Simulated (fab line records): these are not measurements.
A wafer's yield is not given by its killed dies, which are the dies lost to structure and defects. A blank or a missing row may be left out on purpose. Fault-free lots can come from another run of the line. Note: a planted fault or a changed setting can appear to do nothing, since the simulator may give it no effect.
fab line records    flow n5Finfet
record lots=11  wafers=33  lastDay=18
route steps=1938 shown BEOL_M15@1818 MIM_TOP@1838 MIM_TOP_LITHO@1850 MIM_BOT_ETCH@1867
lots that met no fault: from a run of the same line without faults
startH: hours from the record's opening day to when the first of the lot's shown wafers began    waitH: time in hours since the lot's previous step    " unchanged from the row above    L1.1+2: a row that stands for several wafers    - either no value or no given start    * or withheld: withheld    < > ~ a bound
route shown NAME@n: a module of which the file shows steps, and the number in the route of the first    usual: mean/standard deviation taken from wafers without a fault    same: alike in all rows    chamber/n: place in a boat    sites: each site's reading    _std_site: how widely they spread, as a standard deviation    _edge_site: outer sites' mean less inner sites'    radiusMm: for every site, how far away it sits from the centre of the wafer    mask NAME#n: copy n    behind: the most recent tool/chamber to have shaped the wafer    hold: reason for holding the lot/hours on hold/outcome of the hold    device: names the non-switching transistor (n, p or np)    end of line: at the end of the route, the tests of the same wafers    a step given without rows: its recipe and nothing more    killed: count of dies lost to structure and defects at first sort (not the wafer's yield)    map: a wafer's dies, x killed, . not, _ none there
set.NAME: the setting that was run; set.NAME@STEP: the one run at that earlier step    model.NAME: the simulator's own value behind a step, which no gauge read
one table for each step of the route and one row for each wafer, over a sample of lots
services: from which hour (startH, from the record's first day; less than 0 if before it) a tool's chamber was out of use, for how many hours, and why
## steps
# step N5_BEOL_M15_PRE_CLEAN_42
# recipe gas=H2/He  timeS=30  tempC=300
# usual heaterPowerW=465/59
# same timeS=30
lot.wafer  tool           chamber  startH  waitH  heaterPowerW
L200.1     pvdSputter-01  -        247.93  0.0    526
L200.2     "              -        "       "      355
L200.5     "              -        "       "      487
L201.1     pvdSputter-02  -        262.59  0.0    496
L201.2     "              -        "       "      390
L201.3     "              -        "       "      427
L203.4     pvdSputter-02  -        278.71  0.0    426
L203.5     "              -        "       "      422
L203.6     "              -        "       "      480
L208.1     pvdSputter-01  -        304.82  0.0    516
L208.3     "              -        "       "      340
L208.5     "              -        "       "      339
L209.2     pvdSputter-03  -        329.31  0.0    479
L209.5     "              -        "       "      462
L209.6     "              -        "       "      411
L210.1     pvdSputter-02  -        329.79  0.0    410
L210.3     "              -        "       "      525
L210.6     "              -        "       "      496
L215.2     pvdSputter-01  -        364.20  0.0    483
L215.3     "              -        "       "      478
L215.6     "              -        "       "      478
L220.1     pvdSputter-03  -        380.35  0.0    525
L220.5     "              -        "       "      428
L220.6     "              -        "       "      512
L221.2     pvdSputter-03  -        392.89  0.0    521
L221.5     "              -        "       "      525
L221.6     "              -        "       "      512
L222.1     pvdSputter-02  -        397.84  0.0    399
L222.2     "              -        "       "      495
L222.3     "              -        "       "      525
L223.1     pvdSputter-01  -        404.29  0.0    334
L223.2     "              -        "       "      491
L223.4     "              -        "       "      480
# step N5_MIM_TOP_SPUTTER_03
# recipe material=TiN  targetThkA=350  tempC=200  powerW=3000  chamberPressurePa=0.49996  gas=Ar  reactivePartialPa=0.37997  timeS=89.7
# usual throttleValvePct=30.4/0.42
# same timeS=89.7
lot.wafer  tool           chamber  startH  waitH  throttleValvePct
L200.1     pvdSputter-02  -        253.50  0.0    30.6
L200.2     "              -        "       "      30.9
L200.5     "              -        "       "      30.5
L201.1     pvdSputter-03  -        267.38  0.0    29.9
L201.2     "              -        "       "      29.9
L201.3     "              -        "       "      30.1
L203.4     pvdSputter-03  -        282.83  0.0    30.2
L203.5     "              -        "       "      30.1
L203.6     "              -        "       "      30.7
L208.1     pvdSputter-03  -        310.87  0.0    29.8
L208.3     "              -        "       "      30.2
L208.5     "              -        "       "      29.6
L209.2     pvdSputter-01  -        333.27  0.0    30.6
L209.5     "              -        "       "      30.5
L209.6     "              -        "       "      30.6
L210.1     pvdSputter-01  -        333.57  0.0    29.5
L210.3     "              -        "       "      30.5
L210.6     "              -        "       "      29.3
L215.2     pvdSputter-03  -        368.43  0.0    30.0
L215.3     "              -        "       "      30.6
L215.6     "              -        "       "      30.0
L220.1     pvdSputter-03  -        386.57  0.0    29.7
L220.5     "              -        "       "      30.0
L220.6     "              -        "       "      30.2
L221.2     pvdSputter-02  -        398.21  0.0    31.1
L221.5     "              -        "       "      31.1
L221.6     "              -        "       "      30.5
L222.1     pvdSputter-03  -        401.87  0.0    30.4
L222.2     "              -        "       "      29.9
L222.3     "              -        "       "      29.9
L223.1     pvdSputter-01  -        409.05  0.0    29.5
L223.2     "              -        "       "      30.8
L223.4     "              -        "       "      30.3
# step N5_MIM_TOP_LITHO_DESCUM_10
# recipe chemistry=O2  timeS=7.9  sourcePowerW=50  biasPowerW=20  pressureMtorr=20  rfFrequencyHz=2.712e+07  tempC=40  o2FlowSccm=225
# usual drypumpMotorCurrentA=5.7/0.44  oesProductAu=0.80/0.093  rfFwdPowerW=49.67/0.19  rfVppV=242.5/1  showerheadPlenumPTorr=2.05/0.039  throttleValvePct=20.40/0.22
# same timeS=7.9
lot.wafer  tool        chamber  startH  waitH  drypumpMotorCurrentA  oesProductAu  rfFwdPowerW  rfHoursCounterH  rfVppV  showerheadPlenumPTorr  throttleValvePct
L200.1     rieDiel-02  3        253.98  0.0    6.1                   0.74          49.82        142              244.2   2.10                   20.37
L200.2     "           0        "       "      5.6                   0.76          49.60        136              241.2   2.02                   20.50
L200.5     "           2        "       "      5.9                   0.71          49.80        -                243.8   2.07                   20.82
L201.1     rieDiel-05  2        268.04  0.2    5.1                   0.69          49.75        212              241.2   1.98                   20.55
L201.2     "           0        "       "      5.1                   0.95          49.86        8                242.1   2.07                   20.14
L201.3     "           1        "       "      6.0                   0.90          49.44        25               242.2   2.05                   20.14
L203.4     rieDiel-02  1        283.44  0.0    6.1                   0.69          49.54        199              243.9   2.08                   20.32
L203.5     "           3        "       "      6.1                   0.73          49.31        -                242.6   2.09                   20.37
L203.6     "           0        "       "      5.6                   0.75          49.75        -                241.5   2.01                   20.53
L208.1     rieDiel-01  1        311.64  0.3    5.7                   0.93          49.78        21               240.3   2.05                   20.25
L208.3     "           0        "       "      6.5                   0.81          49.52        96               241.6   2.03                   20.10
L208.5     "           0        "       "      6.5                   0.81          49.71        -                244.0   2.03                   20.09
L209.2     rieDiel-01  2        333.88  0.0    5.7                   0.84          49.51        74               242.3   2.03                   20.50
L209.5     "           0        "       "      6.5                   0.79          49.74        -                240.4   2.02                   20.11
L209.6     "           2        "       "      5.7                   0.84          49.59        -                241.2   2.03                   20.50
L210.1     rieDiel-05  0        334.19  0.0    5.1                   0.89          50.02        31               242.7   2.06                   20.16
L210.3     "           3        "       "      5.7                   0.96          49.98        6                243.6   2.06                   20.53
L210.6     "           2        "       "      5.1                   0.67          50.09        -                240.4   1.98                   20.60
L215.2     rieDiel-01  0        369.19  0.2    6.5                   0.78          49.59        121              241.9   2.02                   20.13
L215.3     "           2        "       "      5.7                   0.82          49.39        88               242.9   2.03                   20.53
L215.6     "           3        "       "      4.8                   0.92          49.60        -                243.1   2.05                   20.31
L220.1     rieDiel-05  0        387.99  1.0    5.1                   0.86          49.61        53               242.5   2.05                   20.19
L220.5     "           3        "       "      5.7                   0.91          49.67        -                243.8   2.05                   20.57
L220.6     "           1        "       "      6.0                   0.83          49.66        -                243.4   2.04                   20.22
L221.2     rieDiel-02  2        399.87  1.2    5.9                   0.68          49.77        245              242.4   2.05                   20.90
L221.5     "           2        "       "      5.9                   0.68          49.84        -                243.7   2.05                   20.92
L221.6     "           3        "       "      6.1                   0.70          49.49        -                242.6   2.08                   20.45
L222.1     rieDiel-05  2        404.40  2.0    5.1                   0.98          49.84        3                244.2   2.23                   20.20
L222.2     "           0        "       "      5.1                   0.85          49.74        58               242.4   2.05                   20.21
L222.3     "           1        "       "      6.0                   0.83          49.29        73               242.7   2.03                   20.22
L223.1     rieDiel-05  1        410.22  0.6    6.0                   0.82          49.72        76               241.7   2.03                   20.21
L223.2     "           2        "       "      5.1                   0.98          50.04        6                245.6   2.23                   20.20
L223.4     "           0        "       "      5.1                   0.85          50.02        61               243.4   2.05                   20.21
# step N5_MIM_BOT_ETCH_ETCH_03
# recipe chemistry=Cl2/BCl3  targetDepthA=120  pressureMtorr=8  icpW=800  biasW=100  Cl2_flow_sccm=20  bcl3FlowSccm=80
# usual bcl3FlowSccm=79.99/0.27  drypumpMotorCurrentA=5.3/0.38  oesProductAu=0.81/0.069  rfFwdPowerW=793.3/2.4  throttleValvePct=27.47/0.16
lot.wafer  tool         chamber  startH  waitH  bcl3FlowSccm  drypumpMotorCurrentA  oesProductAu  rfFwdPowerW  rfHoursCounterH  throttleValvePct
L200.1     rieMetal-03  0        255.00  0.1    79.88         4.9                   0.75          793.3        49               27.65
L200.2     "            1        "       "      79.84         5.6                   0.93          795.7        6                27.52
L200.5     "            1        "       "      79.28         5.6                   0.94          792.4        -                27.50
L201.1     rieMetal-01  1        269.14  0.1    79.76         4.9                   0.84          792.9        26               27.48
L201.2     "            0        "       "      80.16         5.4                   0.87          793.2        15               27.23
L201.3     "            1        "       "      79.49         4.8                   0.83          791.3        -                27.49
L203.4     rieMetal-01  0        284.36  0.1    80.17         5.4                   0.86          793.9        -                27.23
L203.5     "            0        "       "      80.08         5.4                   0.86          795.2        -                27.23
L203.6     "            1        "       "      80.29         4.8                   0.82          791.4        -                27.49
L208.1     rieMetal-01  0        313.03  0.1    79.82         5.4                   0.86          793.6        19               27.24
L208.3     "            0        "       "      79.78         5.4                   0.85          794.9        -                27.23
L208.5     "            1        "       "      80.35         4.8                   0.82          794.4        -                27.48
L209.2     rieMetal-01  1        334.89  0.1    79.75         4.8                   0.81          790.4        31               27.51
L209.5     "            1        "       "      80.01         4.8                   0.81          791.3        -                27.49
L209.6     "            0        "       "      80.14         5.4                   0.84          795.8        -                27.23
L210.1     rieMetal-03  0        335.08  0.1    80.23         4.9                   0.74          796.7        55               27.66
L210.3     "            0        "       "      79.86         4.9                   0.73          796.7        -                27.66
L210.6     "            1        "       "      79.05         5.6                   0.89          792.0        -                27.53
L215.2     rieMetal-01  1        370.36  0.1    80.09         4.8                   1.11          792.8        34               27.50
L215.3     "            1        "       "      80.00         4.8                   1.11          792.1        -                27.49
L215.6     "            0        "       "      80.12         5.4                   1.16          788.1        -                27.24
L220.1     rieMetal-01  0        389.53  0.2    79.72         5.4                   1.14          793.9        25               27.24
L220.5     "            1        "       "      79.94         4.8                   1.10          791.4        -                27.51
L220.6     "            0        "       "      79.84         5.4                   1.14          793.5        -                27.24
L221.2     rieMetal-03  1        401.85  0.1    80.17         5.6                   0.87          797.2        19               27.52
L221.5     "            0        "       "      80.05         4.9                   0.72          790.2        -                27.68
L221.6     "            1        "       "      79.95         5.6                   0.87          793.9        -                27.54
L222.1     rieMetal-02  0        406.89  0.1    80.26         5.9                   0.73          792.0        64               27.38
L222.2     "            0        "       "      80.07         5.9                   0.74          793.4        -                27.38
L222.3     "            0        "       "      80.31         5.9                   0.74          797.1        -                27.37
L223.1     rieMetal-02  0        411.61  0.1    80.35         5.9                   0.73          796.3        65               27.37
L223.2     "            0        "       "      80.49         5.8                   0.74          794.5        -                27.38
L223.4     "            0        "       "      80.43         5.9                   0.74          791.9        -                27.37
## services
tool           chamber  startH  hours  kind
rieDiel-01     1        226.12  7.0    repair
rieMetal-02    -        264.03  0.2    repair
rieDiel-05     3        265.74  -      clean
rieDiel-05     3        265.74  -      consumableReplace:focusRing
rieDiel-05     3        265.74  15.5   scheduledDown
rieDiel-05     3        265.74  15.5   ventCycle
rieDiel-05     -        271.96  10.0   pm
rieDiel-05     3        292.57  28.2   repair
rieDiel-05     -        311.93  2.8    pm
pvdSputter-03  -        316.18  2.9    repair
rieDiel-05     3        321.20  7.7    repair
rieMetal-01    -        337.83  0.4    repair
rieDiel-01     3        343.36  5.8    repair
rieMetal-02    -        356.47  3.4    repair
rieDiel-02     1        374.63  3.0    repair
rieDiel-05     2        376.75  -      clean
rieDiel-05     2        376.75  -      consumableReplace:focusRing
rieDiel-05     2        376.75  -      consumableReplace:showerhead
rieDiel-05     2        376.75  20.6   scheduledDown
rieDiel-05     2        376.75  20.6   ventCycle
rieDiel-02     -        380.59  14.6   pm
rieDiel-05     1        388.94  7.3    repair
rieDiel-05     -        402.34  1.1    repair
rieMetal-01    -        406.24  1.1    repair
## key
firstSign step=N5_MIM_BOT_ETCH_ETCH_03  reading=oesProductAu  direction=up  sigmas=4.6  usual=0.81  struck=1.13
effect none on later readings
metAt N5_MIM_BOT_ETCH_ETCH_03
struckLots L215,L220
notActingAt N5_BEOL_M15_PRE_CLEAN_42,N5_MIM_TOP_SPUTTER_03,N5_MIM_TOP_LITHO_DESCUM_10
onsetBetween 334.89 370.36
fault kind=processParameterDrift  tool=rieMetal-01  chamber=-  onsetH=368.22  steps=N5_MIM_BOT_ETCH_ETCH_03  channel=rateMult  offset=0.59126  shape=step  endH=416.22
